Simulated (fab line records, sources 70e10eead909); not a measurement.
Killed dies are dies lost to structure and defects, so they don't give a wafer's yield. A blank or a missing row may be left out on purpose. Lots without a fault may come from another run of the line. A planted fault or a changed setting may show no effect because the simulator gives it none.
fab line records | flow nand_harc
record lots=12 wafers=36 last_day=33
route steps=1302 shown P_STI@85 P_GATE@138 END@1302
lots that met no fault: from a run of the same line without faults
start_h: hours from the record's first day to the start of the lot's first wafer shown | wait_h: hours since the lot's step before | " the same as in the row above | L1.1+2: a row that stands for several wafers | - no value, or no start given | * or withheld: withheld | < > ~ a bound
route shown NAME@n: a module of which the file shows steps, and the number in the route of the first | usual: mean/standard deviation of fault-free wafers | same: alike in all rows | chamber/n: place in a boat | sites: the reading at each site | _std_site: their standard deviation | _edge_site: outer sites' mean less inner sites' | radius_mm: how far each site lies from the wafer's centre | mask NAME#n: copy n | behind: the tool/chamber that last shaped the wafer | hold: why the lot was held/for how many hours/how that ended | device: the transistor (n, p or np) that didn't switch | end of line: the same wafers' tests at the end of the route | a step without rows: its recipe alone | killed: dies lost to structure and defects at the first sort, not the wafer's yield | map: a wafer's dies, x killed, . not, _ none there
set.NAME: the setting as run; set.NAME@STEP: as run at that earlier step | model.NAME: the simulator's own value behind a step, which no gauge read
steps of the route over a sample of lots; a table a step, a row a wafer
services: from which hour (start_h, from the record's first day; less than 0 if before it) a tool's chamber was out of use, for how many hours, and why
## steps
# step NHARC_P_STI_INSPECT_11
# usual raw_defect_count=5.4/2.7
# columns lot.wafer tool chamber start_h wait_h raw_defect_count
L599.1 defect_inspect-02 - 72.98 0.0 3
L599.3 " - " " 2
L599.4 " - " " 4
L600.1 defect_inspect-01 - 86.88 0.0 3
L600.2 " - " " 5
L600.5 " - " " 5
L602.2 defect_inspect-02 - 112.07 0.0 3
L602.3 " - " " 7
L602.5 " - " " 6
L605.2 defect_inspect-01 - 135.50 0.0 6
L605.4 " - " " 5
L605.6 " - " " 6
L606.3 defect_inspect-02 - 142.54 0.0 0
L606.4 " - " " 10
L606.5 " - " " 7
L608.3 defect_inspect-02 - 164.22 0.0 6
L608.5 " - " " 6
L608.6 " - " " 2
L609.2 defect_inspect-01 - 174.11 0.0 6
L609.3 " - " " 5
L609.4 " - " " 4
L610.1 defect_inspect-02 - 184.29 0.0 2
L610.5 " - " " 5
L610.6 " - " " 11
L611.3 defect_inspect-02 - 194.42 0.0 4
L611.4 " - " " 3
L611.5 " - " " 11
L614.1 defect_inspect-02 - 222.38 0.0 12
L614.3 " - " " 8
L614.6 " - " " 8
L619.3 defect_inspect-01 - 269.24 0.0 2
L619.4 " - " " 2
L619.5 " - " " 6
L618.3 defect_inspect-02 - 269.29 0.0 5
L618.4 " - " " 7
L618.5 " - " " 3
# step NHARC_P_GATE_EXPOSE_23
# recipe na=1.35 target_cd_nm=120 dose_mj=93.91 mask_id=P_GATE
# usual exposure_dose_mJ_cm2=93.90/0.1 stage_vel_mm_s=499.97/0.24
# columns lot.wafer tool chamber start_h wait_h mask exposure_dose_mJ_cm2 stage_vel_mm_s
L599.1 arfi_scanner-03 0 122.04 - P_GATE#0 93.83 499.65
L599.3 " 0 " " P_GATE#0 93.84 499.58
L599.4 " 0 " " P_GATE#0 93.97 499.77
L600.1 arfi_scanner-01 0 140.83 - P_GATE#0 93.87 499.82
L600.2 " 0 " " P_GATE#0 93.99 500.05
L600.5 " 0 " " P_GATE#0 93.91 499.98
L602.2 arfi_scanner-02 0 165.80 - P_GATE#0 94.04 499.90
L602.3 " 0 " " P_GATE#0 93.94 500.28
L602.5 " 0 " " P_GATE#0 93.82 499.73
L605.2 arfi_scanner-01 0 189.32 - P_GATE#0 93.88 499.88
L605.4 " 0 " " P_GATE#0 93.72 500.18
L605.6 " 0 " " P_GATE#0 93.85 499.95
L606.3 arfi_scanner-02 0 193.92 - P_GATE#0 93.95 499.94
L606.4 " 0 " " P_GATE#0 94.06 499.59
L606.5 " 0 " " P_GATE#0 94.04 499.57
L608.3 arfi_scanner-02 0 214.80 - P_GATE#0 85.13 499.99
L608.5 " 0 " " P_GATE#0 85.24 499.89
L608.6 " 0 " " P_GATE#0 85.17 499.59
L610.1 arfi_scanner-02 0 240.23 - P_GATE#0 85.17 500.03
L610.5 " 0 " " P_GATE#0 85.13 500.03
L610.6 " 0 " " P_GATE#0 85.25 500.13
L609.2 arfi_scanner-03 0 241.00 - P_GATE#0 93.74 500.16
L609.3 " 0 " " P_GATE#0 93.75 499.93
L609.4 " 0 " " P_GATE#0 93.67 499.82
L611.3 arfi_scanner-01 0 248.25 - P_GATE#0 93.76 499.74
L611.4 " 0 " " P_GATE#0 93.87 500.27
L611.5 " 0 " " P_GATE#0 94.02 500.26
L614.1 arfi_scanner-01 0 275.13 - P_GATE#0 93.85 500.21
L614.3 " 0 " " P_GATE#0 93.77 500.05
L614.6 " 0 " " P_GATE#0 93.93 500.12
L619.3 arfi_scanner-01 0 322.88 - P_GATE#0 94.05 500.24
L619.4 " 0 " " P_GATE#0 93.90 500.26
L619.5 " 0 " " P_GATE#0 93.94 499.82
L618.3 arfi_scanner-03 0 323.22 - P_GATE#0 93.98 500.04
L618.4 " 0 " " P_GATE#0 93.89 500.02
L618.5 " 0 " " P_GATE#0 93.98 500.23
# step NHARC_P_GATE_CD_MEAS_26
# recipe target_cd_nm=120 landing_energy_ev=500
# usual cd_nm=119.9/0.56
# columns lot.wafer tool chamber start_h wait_h cd_nm
L599.1 cd_sem-03 0 122.18 - 120.3
L599.3 " 0 " " 120.2
L599.4 " 0 " " 120.1
L600.1 cd_sem-02 0 140.97 - 119.5
L600.2 " 0 " " 120.6
L600.5 " 0 " " 120.6
L602.2 cd_sem-03 0 165.94 - 118.9
L602.3 " 0 " " 118.9
L602.5 " 0 " " 119.3
L605.2 cd_sem-03 0 189.46 - 120.8
L605.4 " 0 " " 120.9
L605.6 " 0 " " 120.9
L606.3 cd_sem-02 0 194.06 - 119.3
L606.4 " 0 " " 119.0
L606.5 " 0 " " 119.3
L608.3 cd_sem-03 0 214.94 - 125.8
L608.5 " 0 " " 125.3
L608.6 " 0 " " 125.7
L610.1 cd_sem-02 0 240.37 - 125.9
L610.5 " 0 " " 125.7
L610.6 " 0 " " 126.5
L609.2 cd_sem-01 0 241.14 - 120.2
L609.3 " 0 " " 119.7
L609.4 " 0 " " 120.0
L611.3 cd_sem-01 0 248.38 - 119.9
L611.4 " 0 " " 119.9
L611.5 " 0 " " 120.3
L614.1 cd_sem-01 0 275.27 - 119.4
L614.3 " 0 " " 119.1
L614.6 " 0 " " 119.5
L619.3 cd_sem-02 0 323.02 - 119.7
L619.4 " 0 " " 119.8
L619.5 " 0 " " 119.2
L618.3 cd_sem-03 0 323.36 - 119.5
L618.4 " 0 " " 121.0
L618.5 " 0 " " 120.6
# step NHARC_P_GATE_ETCH_104
# recipe target_depth_a=600 time_s=withheld cf4_flow_sccm=100 chf3_flow_sccm=30 ar_flow_sccm=0 rf_w=500 bias_w=200 chemistry=CF4/CHF3
# usual drypump_motor_current_A=5.7/0.41 oes_product_au=0.950/0.023 rf_vpp_V=370.1/2 showerhead_plenum_p_Torr=1.56/0.052 throttle_valve_pct=16.802/0.0093
# columns lot.wafer tool chamber start_h wait_h drypump_motor_current_A oes_product_au rf_vpp_V showerhead_plenum_p_Torr throttle_valve_pct
L599.3 rie_diel-06 3 122.45 0.1 6.0 0.957 371.8 1.66 16.791
L599.4 " 0 " " 5.2 0.987 367.4 1.50 16.788
L599.1 " 1 " " 5.7 0.961 371.4 1.58 16.805
L600.2 rie_diel-02 3 141.25 0.1 6.3 0.919 369.3 1.52 16.797
L600.1 " 0 " " 5.7 0.933 367.7 1.49 16.805
L600.5 " 3 " " 6.4 0.911 368.7 1.52 16.793
L602.3 rie_diel-11 2 166.21 0.1 6.1 0.937 372.2 1.61 16.769
L602.2 " 0 " " 5.7 0.914 370.7 1.56 16.801
L602.5 " 2 " " 6.1 0.936 371.9 1.61 16.817
L605.4 rie_diel-11 3 189.73 0.1 5.8 0.916 370.5 1.56 16.811
L605.2 " 0 " " 5.7 0.932 371.6 1.56 16.799
L605.6 " 2 " " 6.1 0.922 372.2 1.61 16.803
L606.4 rie_diel-06 1 194.33 0.1 5.7 0.933 371.1 1.58 16.796
L606.3 " 2 " " 6.2 0.916 370.0 1.57 16.800
L606.5 " 0 " " 5.2 0.917 369.5 1.50 16.797
L608.3 rie_diel-06 1 215.21 0.1 5.7 0.950 370.8 1.58 16.801
L608.5 " 0 " " 5.2 0.957 368.9 1.50 16.790
L608.6 " 1 " " 5.6 0.953 370.7 1.58 16.795
L610.1 rie_diel-02 2 240.65 0.1 4.9 0.995 368.7 1.49 16.815
L610.5 " 0 " " 5.7 0.953 367.6 1.49 16.804
L610.6 " 1 " " 5.8 0.952 372.6 1.61 16.801
L609.2 rie_diel-02 0 241.41 0.1 5.7 0.976 368.9 1.49 16.818
L609.3 " 1 " " 5.8 0.979 372.4 1.61 16.808
L609.4 " 2 " " 4.9 0.968 368.6 1.49 16.782
L611.3 rie_diel-02 0 248.65 0.1 5.8 0.952 366.8 1.49 16.825
L611.4 " 3 " " 6.3 0.963 368.9 1.52 16.802
L611.5 " 1 " " 5.8 0.960 372.1 1.61 16.807
L614.1 rie_diel-11 1 275.55 0.1 5.4 0.942 370.2 1.57 16.793
L614.3 " 3 " " 5.8 0.948 370.8 1.56 16.801
L614.6 " 1 " " 5.4 0.952 370.1 1.57 16.801
L619.4 rie_diel-06 0 323.28 0.1 5.2 0.987 367.1 1.50 16.790
L619.3 " 3 " " 6.0 0.974 374.4 1.65 16.801
L619.5 " 0 " " 5.2 0.979 369.2 1.50 16.799
L618.3 rie_diel-11 1 323.62 0.1 5.4 0.956 369.0 1.57 16.804
L618.4 " 2 " " 6.1 0.927 371.2 1.61 16.814
L618.5 " 2 " " 6.1 0.929 372.2 1.61 16.801
# step NHARC_P_GATE_ALD_36
# recipe target_thk_a=200 pulse_time_s=60 ald_cycles=223 temp_c=400 material=SiNx
# usual heater_power_w=836/110 precursor_pulse_height_rel=1.002/0.022
# columns lot.wafer tool chamber start_h wait_h heater_power_w precursor_pulse_height_rel
L599.3 ald_sin-03 1 123.64 - 944 1.014
L599.1 " 2 124.70 - 712 1.000
L599.4 " 0 126.82 - 840 1.006
L600.1 ald_sin-02 1 142.42 - 868 0.971
L600.2 " 3 144.54 - 765 0.999
L600.5 " 1 146.66 - 871 0.991
L602.2 ald_sin-02 3 168.77 - 767 1.013
L602.3 " 0 170.17 - 725 1.001
L602.5 " 1 171.56 - 868 0.989
L605.2 ald_sin-03 3 190.89 - 1027 0.998
L605.4 " 1 193.03 - 989 1.024
L605.6 " 0 196.23 - 899 0.983
L606.3 ald_sin-02 1 196.56 - 885 1.002
L606.4 " 2 197.63 - 744 1.009
L606.5 " 1 200.81 - 858 0.987
L608.3 ald_sin-03 1 217.47 - 1007 0.966
L608.6 " 0 220.73 - 896 1.018
L608.5 " 1 221.82 - 1007 0.977
L609.3 ald_sin-01 0 242.59 - 695 0.961
L609.4 " 1 243.64 - 1012 0.995
L609.2 " 2 244.70 - 796 1.011
L610.1 ald_sin-02 3 245.05 - 749 0.976
L610.6 " 0 246.10 - 729 1.023
L610.5 " 1 247.15 - 821 1.016
L611.3 ald_sin-03 0 249.90 - 904 0.992
L611.4 " 3 253.09 - 1016 0.984
L611.5 " 1 255.21 - 986 0.983
L614.1 ald_sin-03 2 277.85 - 701 0.987
L614.3 " 0 279.97 - 891 0.995
L614.6 " 2 282.10 - 728 0.976
L618.4 ald_sin-01 2 325.97 - 777 0.990
L618.3 " 0 328.09 - 688 1.039
L618.5 " 1 329.15 - 1017 1.017
L619.3 ald_sin-02 2 328.73 - 746 0.979
L619.4 " 1 330.86 - 891 0.992
L619.5 " 2 333.00 - 790 0.987
# step NHARC_END_SORT_01
# recipe temp_c=25
# usual killed_at_array=50/16 killed_at_other=0.8/1 killed_at_periphery=4/3.1 killed_dies=54/16 killed_open=3.2/2 killed_short=2.5/1.6
# same gross_dies=677
# columns lot.wafer tool chamber start_h wait_h killed_at_array killed_at_other killed_at_periphery killed_dies killed_open killed_short
L608.3 prober-01 0 683.41 3.1 57 1 2 60 3 5
L608.5 prober-01 0 684.99 3.7 74 0 2 76 3 2
L608.6 prober-01 0 685.78 4.0 66 1 4 71 3 3
# killed by level:class
L608.3 A_CHANNEL_HOLE_D2:chamber_film_flake=19 A_CHANNEL_HOLE_D1:chamber_film_flake=16 A_CONTACT:chamber_film_flake=10 A_STAIRCASE:chamber_film_flake=3 A_DECK1_JOINT:geometric_particle:open=2 P_M0:geometric_particle:short=1 A_DECK1_JOINT:geometric_particle:short=1 A_CHANNEL_HOLE_D2:geometric_particle:short=1
L608.5 A_CHANNEL_HOLE_D1:chamber_film_flake=42 A_CHANNEL_HOLE_D2:chamber_film_flake=16 A_CONTACT:chamber_film_flake=7 A_WL_FILL:geometric_particle:short=2 A_SOURCE_PLATE:geometric_particle:open=1 A_DECK1_JOINT:geometric_particle:open=1 A_M1:geometric_particle:open=1 P_ZERO_WELL:chamber_film_flake=1
L608.6 A_CHANNEL_HOLE_D2:chamber_film_flake=27 A_CHANNEL_HOLE_D1:chamber_film_flake=13 A_CONTACT:chamber_film_flake=11 A_SLIT:chamber_film_flake=4 P_BONDPAD:chamber_film_flake=3 A_STAIRCASE:chamber_film_flake=3 A_DECK1_JOINT:chamber_film_flake=2 P_M0:geometric_particle:open=1
## services
# columns tool chamber start_h hours kind
ald_sin-02 - 118.00 10.0 pm
rie_diel-11 0 128.77 2.5 repair
rie_diel-06 - 130.22 9.0 pm
arfi_scanner-03 - 132.26 1.3 repair
arfi_scanner-02 - 140.00 4.0 pm
ald_sin-02 2 163.61 17.8 repair
rie_diel-02 - 172.49 22.2 repair
ald_sin-03 - 207.23 0.5 repair
rie_diel-06 2 207.28 1.3 repair
rie_diel-02 - 216.70 9.0 pm
rie_diel-11 - 216.81 0.2 repair
ald_sin-02 - 221.05 7.8 repair
arfi_scanner-01 - 252.00 4.0 pm
rie_diel-11 - 255.50 9.0 pm
arfi_scanner-02 - 282.24 2.6 repair
rie_diel-02 3 295.07 3.0 repair
ald_sin-03 3 302.11 3.2 repair
rie_diel-11 2 302.91 1.4 repair
rie_diel-02 2 303.98 4.1 repair
rie_diel-06 - 307.22 9.0 pm
rie_diel-11 1 307.71 12.6 repair
arfi_scanner-02 - 312.00 4.0 pm
ald_sin-02 3 315.70 12.4 repair
ald_sin-02 0 323.35 4.2 repair
## key
first_sign step=NHARC_P_GATE_EXPOSE_23 reading=exposure_dose_mJ_cm2 direction=down sigmas=87 usual=93.90 struck=85.18
effect step=NHARC_P_GATE_CD_MEAS_26 reading=cd_nm direction=up sigmas=10 usual=119.9 struck=125.8
met_at NHARC_P_GATE_EXPOSE_23
struck_lots L608,L610
tester_left_out L608,L610
not_acting_at NHARC_P_STI_INSPECT_11,NHARC_P_GATE_ETCH_104,NHARC_P_GATE_ALD_36
onset_between 193.92 214.80
fault kind=process_parameter_drift tool=arfi_scanner-02 chamber=- onset_h=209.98 steps=NHARC_P_GATE_EXPOSE_23 channel=dose_mj offset=-8.7923 shape=step acts_in=these_recipes_only stated=93.91
# tester_left_out: of these lots the tester's yield and bins aren't shown, on N5 and GAA mostly nor the transistor test; their killed dies are dies lost to structure and defects alone, not to doping, threshold or leakage, so they don't give the yield
